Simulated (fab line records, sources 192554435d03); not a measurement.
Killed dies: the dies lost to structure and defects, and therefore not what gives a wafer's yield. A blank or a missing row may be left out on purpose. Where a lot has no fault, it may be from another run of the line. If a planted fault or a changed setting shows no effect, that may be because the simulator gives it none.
The tool behind it: which one? || flow n5Finfet || 28 wafers from 10 lots sampled at 5 of the route's 1938 steps

WHAT THE GAUGES SHOWED, per wafer
N5_BEOL_M0_SAQP_CD_MEAS_14 targets a cd of 42.5 nm.
{"lot": "L438", "measured": "day 5 16:07", "on": "cdSem-02", "cdNm (nm)": "41.5 41.9 41.6"}
{"lot": "L439", "measured": "day 5 18:14", "on": "cdSem-03", "cdNm (nm)": "42.4 42.3 42.3"}
{"lot": "L443", "measured": "day 6 21:44", "on": "cdSem-02", "cdNm (nm)": "42.2 42.0 42.2"}
{"lot": "L444", "measured": "day 6 23:11", "on": "cdSem-02", "cdNm (nm)": "43.0 42.1 42.5"}
{"lot": "L448", "measured": "day 8 04:23", "on": "cdSem-02", "cdNm (nm)": "42.5 42.6 42.3"}
{"lot": "L450", "measured": "day 8 16:20", "on": "cdSem-03", "cdNm (nm)": "42.2 42.7 42.4"}
{"lot": "L451", "measured": "day 8 22:01", "on": "cdSem-03", "cdNm (nm)": "37.1 42.3 37.1"}
{"lot": "L454", "measured": "day 9 13:35", "on": "cdSem-01", "cdNm (nm)": "37.7 37.0"}
{"lot": "L455", "measured": "day 9 19:59", "on": "cdSem-03", "cdNm (nm)": "42.5 36.9"}
{"lot": "L459", "measured": "day 10 19:09", "on": "cdSem-01", "cdNm (nm)": "42.7 42.8 42.5"}

WHICH TOOL RAN EACH LOT (tool, then ch and the chambers of the sampled wafers, then the start)
{"lot": "L438", "N5_MOL_CONTACT_COAG_CMP_52": "cmp-04 ch 1,2,3, day 5 08:12", "N5_BEOL_M0_SAQP_PECVD_00": "pecvd-04 ch 0,2, day 5 14:17", "N5_BEOL_M0_SAQP_PECVD_04": "pecvd-03 ch 0,1, day 5 15:40", "N5_BEOL_M0_SAQP_PEB_12": "lithoTrack-02 ch 0, day 5 16:03"}
{"lot": "L439", "N5_MOL_CONTACT_COAG_CMP_52": "cmp-01 ch 0,1, day 5 13:29", "N5_BEOL_M0_SAQP_PECVD_00": "pecvd-02 ch 0,1,2, day 5 17:17", "N5_BEOL_M0_SAQP_PECVD_04": "pecvd-02 ch 1,2, day 5 17:47", "N5_BEOL_M0_SAQP_PEB_12": "lithoTrack-02 ch 0, day 5 18:10"}
{"lot": "L443", "N5_MOL_CONTACT_COAG_CMP_52": "cmp-04 ch 1,2,3, day 6 15:19", "N5_BEOL_M0_SAQP_PECVD_00": "pecvd-03 ch 0,1, day 6 18:59", "N5_BEOL_M0_SAQP_PECVD_04": "pecvd-04 ch 0,1, day 6 21:09", "N5_BEOL_M0_SAQP_PEB_12": "lithoTrack-03 ch 0, day 6 21:40"}
{"lot": "L444", "N5_MOL_CONTACT_COAG_CMP_52": "cmp-04 ch 0,1,3, day 6 18:06", "N5_BEOL_M0_SAQP_PECVD_00": "pecvd-02 ch 1,2, day 6 21:59", "N5_BEOL_M0_SAQP_PECVD_04": "pecvd-04 ch 0,1,2, day 6 22:44", "N5_BEOL_M0_SAQP_PEB_12": "lithoTrack-03 ch 0, day 6 23:07"}
{"lot": "L448", "N5_MOL_CONTACT_COAG_CMP_52": "cmp-01 ch 0,1,3, day 7 22:45", "N5_BEOL_M0_SAQP_PECVD_00": "pecvd-03 ch 0,1, day 8 02:22", "N5_BEOL_M0_SAQP_PECVD_04": "pecvd-04 ch 1,2, day 8 03:48", "N5_BEOL_M0_SAQP_PEB_12": "lithoTrack-02 ch 0, day 8 04:19"}
{"lot": "L450", "N5_MOL_CONTACT_COAG_CMP_52": "cmp-01 ch 0,1,2, day 8 11:23", "N5_BEOL_M0_SAQP_PECVD_00": "pecvd-02 ch 1,2, day 8 15:00", "N5_BEOL_M0_SAQP_PECVD_04": "pecvd-03 ch 1,2, day 8 15:53", "N5_BEOL_M0_SAQP_PEB_12": "lithoTrack-05 ch 0, day 8 16:16"}
{"lot": "L451", "N5_MOL_CONTACT_COAG_CMP_52": "cmp-03 ch 0,3, day 8 14:26", "N5_BEOL_M0_SAQP_PECVD_00": "pecvd-02 ch 1,2, day 8 18:04", "N5_BEOL_M0_SAQP_PECVD_04": "pecvd-03 ch 1,2, day 8 21:31", "N5_BEOL_M0_SAQP_PEB_12": "lithoTrack-02 ch 0, day 8 21:56"}
{"lot": "L454", "N5_MOL_CONTACT_COAG_CMP_52": "cmp-03 ch 0, day 9 07:39", "N5_BEOL_M0_SAQP_PECVD_00": "pecvd-02 ch 1, day 9 11:49", "N5_BEOL_M0_SAQP_PECVD_04": "pecvd-04 ch 2, day 9 13:08", "N5_BEOL_M0_SAQP_PEB_12": "lithoTrack-02 ch 0, day 9 13:32"}
{"lot": "L455", "N5_MOL_CONTACT_COAG_CMP_52": "cmp-03 ch 1,3, day 9 14:02", "N5_BEOL_M0_SAQP_PECVD_00": "pecvd-04 ch 0,2, day 9 17:40", "N5_BEOL_M0_SAQP_PECVD_04": "pecvd-03 ch 0,1, day 9 19:22", "N5_BEOL_M0_SAQP_PEB_12": "lithoTrack-02 ch 0, day 9 19:55"}
{"lot": "L459", "N5_MOL_CONTACT_COAG_CMP_52": "cmp-03 ch 0,1,2, day 10 10:30", "N5_BEOL_M0_SAQP_PECVD_00": "pecvd-03 ch 0,1,2, day 10 14:11", "N5_BEOL_M0_SAQP_PECVD_04": "pecvd-02 ch 0,1, day 10 18:32", "N5_BEOL_M0_SAQP_PEB_12": "lithoTrack-05 ch 0, day 10 19:05"}
- N5_MOL_CONTACT_COAG_CMP_52: polishes, stops on SiO2, t overpolish 1.5 s, target thk 66.5 nm.
- N5_BEOL_M0_SAQP_PECVD_00: deposits SiCN from 3MS/NH3, target thk 8 nm, time 14 s.
- N5_BEOL_M0_SAQP_PECVD_04: deposits a-Si from SiH4/He, target thk 60 nm, time 60.2 s.
- N5_BEOL_M0_SAQP_PEB_12: peb time 60 s.

THE ANSWER, worked out from the rows above alone
Rule: the lots themselves supply what counts as usual. Put in order of their means at a reading, lots are off if they are a third of the lots or fewer, leave a main group of 4 or more, and stand apart from it by a gap of 3 or more times the standard deviation of the main group's means; of several such gaps the widest counts. If all means in a main group match to the digits the tables above print for the reading, that group is not used. A lot without any number at a reading at which 4 lots or more have one is off too. Where the step has rows for the other lots, those lots are counted as sound.
Off: L451, L454, L455 (N5_BEOL_M0_SAQP_CD_MEAS_14, cdNm). Main group: mean 42.3 nm, sd 0.31.
A tool fits if, at a process step before that reading, it ran every lot that is off, and no sound lot after the first of them. Those tools and the gauges at N5_BEOL_M0_SAQP_CD_MEAS_14 are tried in the same way. One fits: lithoTrack-02 at N5_BEOL_M0_SAQP_PEB_12. Its last sound lot is L448 (day 8 04:19), its first lot that is off L451 (day 8 21:56): a fault that began between those two fits.

WHAT WAS PUT IN BY THE SIMULATOR
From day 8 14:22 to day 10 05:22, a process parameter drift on lithoTrack-02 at N5_BEOL_M0_SAQP_PEB_12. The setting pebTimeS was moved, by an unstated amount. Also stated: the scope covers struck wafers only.
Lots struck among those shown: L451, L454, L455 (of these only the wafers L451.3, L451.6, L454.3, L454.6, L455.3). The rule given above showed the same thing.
